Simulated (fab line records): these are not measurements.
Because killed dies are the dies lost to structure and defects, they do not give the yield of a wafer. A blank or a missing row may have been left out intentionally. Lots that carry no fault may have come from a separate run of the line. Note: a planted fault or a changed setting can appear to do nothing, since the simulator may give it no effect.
Chamber matching || flow n5_finfet || N5_BEOL_M14_DESCUM_15 on rie_diel-02 has 4 sister chambers
The step chemistry O2, time 7.9 s. 18 wafers are shown with their chamber, then 9 later ones without.

EACH WAFER AND ITS CHAMBER
{"wafer": "L074.2", "chamber": 1, "drypump_motor_current_A (A)": 5.2, "showerhead_plenum_p_Torr (Torr)": 2.11, "throttle_valve_pct (%)": 20.29}
{"wafer": "L074.3", "chamber": 2, "drypump_motor_current_A (A)": 6.2, "showerhead_plenum_p_Torr (Torr)": 2.20, "throttle_valve_pct (%)": 20.28}
{"wafer": "L074.6", "chamber": 3, "drypump_motor_current_A (A)": 5.7, "showerhead_plenum_p_Torr (Torr)": 2.12, "throttle_valve_pct (%)": 20.06}
{"wafer": "L077.2", "chamber": 0, "drypump_motor_current_A (A)": 5.8, "showerhead_plenum_p_Torr (Torr)": 1.98, "throttle_valve_pct (%)": 20.40}
{"wafer": "L077.3", "chamber": 3, "drypump_motor_current_A (A)": 5.7, "showerhead_plenum_p_Torr (Torr)": 2.12, "throttle_valve_pct (%)": 20.06}
{"wafer": "L077.6", "chamber": 3, "drypump_motor_current_A (A)": 5.7, "showerhead_plenum_p_Torr (Torr)": 2.12, "throttle_valve_pct (%)": 20.05}
{"wafer": "L082.1", "chamber": 3, "drypump_motor_current_A (A)": 5.7, "showerhead_plenum_p_Torr (Torr)": 2.12, "throttle_valve_pct (%)": 20.07}
{"wafer": "L082.2", "chamber": 1, "drypump_motor_current_A (A)": 5.3, "showerhead_plenum_p_Torr (Torr)": 2.11, "throttle_valve_pct (%)": 20.31}
{"wafer": "L082.4", "chamber": 0, "drypump_motor_current_A (A)": 5.8, "showerhead_plenum_p_Torr (Torr)": 1.98, "throttle_valve_pct (%)": 20.42}
{"wafer": "L085.3", "chamber": 2, "drypump_motor_current_A (A)": 6.2, "showerhead_plenum_p_Torr (Torr)": 2.19, "throttle_valve_pct (%)": 20.31}
{"wafer": "L085.5", "chamber": 1, "drypump_motor_current_A (A)": 5.2, "showerhead_plenum_p_Torr (Torr)": 2.11, "throttle_valve_pct (%)": 20.29}
{"wafer": "L085.6", "chamber": 2, "drypump_motor_current_A (A)": 6.2, "showerhead_plenum_p_Torr (Torr)": 2.19, "throttle_valve_pct (%)": 20.30}
{"wafer": "L087.3", "chamber": 0, "drypump_motor_current_A (A)": 5.8, "showerhead_plenum_p_Torr (Torr)": 1.97, "throttle_valve_pct (%)": 20.43}
{"wafer": "L087.4", "chamber": 1, "drypump_motor_current_A (A)": 5.2, "showerhead_plenum_p_Torr (Torr)": 2.11, "throttle_valve_pct (%)": 20.35}
{"wafer": "L087.5", "chamber": 1, "drypump_motor_current_A (A)": 5.3, "showerhead_plenum_p_Torr (Torr)": 2.11, "throttle_valve_pct (%)": 20.32}
{"wafer": "L093.2", "chamber": 2, "drypump_motor_current_A (A)": 6.2, "showerhead_plenum_p_Torr (Torr)": 2.19, "throttle_valve_pct (%)": 20.34}
{"wafer": "L093.4", "chamber": 3, "drypump_motor_current_A (A)": 5.7, "showerhead_plenum_p_Torr (Torr)": 2.11, "throttle_valve_pct (%)": 20.10}
{"wafer": "L093.6", "chamber": 2, "drypump_motor_current_A (A)": 6.2, "showerhead_plenum_p_Torr (Torr)": 2.19, "throttle_valve_pct (%)": 20.34}

SIGNATURES, as means of the wafers listed above
{"reading": "drypump_motor_current_A", "chamber 0": 5.800, "chamber 1": 5.240, "chamber 2": 6.200, "chamber 3": 5.700, "scatter within a chamber": 0.0293}
{"reading": "showerhead_plenum_p_Torr", "chamber 0": 1.9767, "chamber 1": 2.1100, "chamber 2": 2.1920, "chamber 3": 2.1180, "scatter within a chamber": 0.00402}
{"reading": "throttle_valve_pct", "chamber 0": 20.4167, "chamber 1": 20.3120, "chamber 2": 20.3140, "chamber 3": 20.0680, "scatter within a chamber": 0.0226}
Rule: distance of a wafer from a chamber = root of the sum over the readings of ((wafer's reading minus chamber's mean) / reading's scatter) squared. If the next closest chamber is less than 2 further off than the closest, the wafer can't be placed; otherwise it belongs to the closest. The scatter is the square root of a quotient: the sum, over the shown wafers, of each reading's squared deviation from its chamber's mean, divided by wafers minus chambers.

WAFERS WHOSE CHAMBER IS MISSING
{"wafer": "L091.3", "drypump_motor_current_A (A)": 5.7, "showerhead_plenum_p_Torr (Torr)": 2.11, "throttle_valve_pct (%)": 20.10}
{"wafer": "L091.5", "drypump_motor_current_A (A)": 5.7, "showerhead_plenum_p_Torr (Torr)": 2.11, "throttle_valve_pct (%)": 20.10}
{"wafer": "L091.6", "drypump_motor_current_A (A)": 6.2, "showerhead_plenum_p_Torr (Torr)": 2.19, "throttle_valve_pct (%)": 20.31}
{"wafer": "L097.1", "drypump_motor_current_A (A)": 5.7, "showerhead_plenum_p_Torr (Torr)": 2.11, "throttle_valve_pct (%)": 20.13}
{"wafer": "L097.3", "drypump_motor_current_A (A)": 6.2, "showerhead_plenum_p_Torr (Torr)": 2.18, "throttle_valve_pct (%)": 20.35}
{"wafer": "L097.6", "drypump_motor_current_A (A)": 6.2, "showerhead_plenum_p_Torr (Torr)": 2.18, "throttle_valve_pct (%)": 20.36}
{"wafer": "L096.1", "drypump_motor_current_A (A)": 5.2, "showerhead_plenum_p_Torr (Torr)": 2.10, "throttle_valve_pct (%)": 20.36}
{"wafer": "L096.4", "drypump_motor_current_A (A)": 5.7, "showerhead_plenum_p_Torr (Torr)": 2.11, "throttle_valve_pct (%)": 20.13}
{"wafer": "L096.5", "drypump_motor_current_A (A)": 5.8, "showerhead_plenum_p_Torr (Torr)": 2.23, "throttle_valve_pct (%)": 20.06}

THE CHAMBER EACH PASSED THROUGH
{"wafer": "L091.3", "from the rows above": 3, "in truth": 3}
{"wafer": "L091.5", "from the rows above": 3, "in truth": 3}
{"wafer": "L091.6", "from the rows above": 2, "in truth": 2}
{"wafer": "L097.1", "from the rows above": 3, "in truth": 3}
{"wafer": "L097.3", "from the rows above": 2, "in truth": 2}
{"wafer": "L097.6", "from the rows above": 2, "in truth": 2}
{"wafer": "L096.1", "from the rows above": 1, "in truth": 1}
{"wafer": "L096.4", "from the rows above": 3, "in truth": 3}
{"wafer": "L096.5", "from the rows above": 2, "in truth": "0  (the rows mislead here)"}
Correctly placed: 8 of 9. Left unplaced by these rows: 0. Placed wrongly: 1.
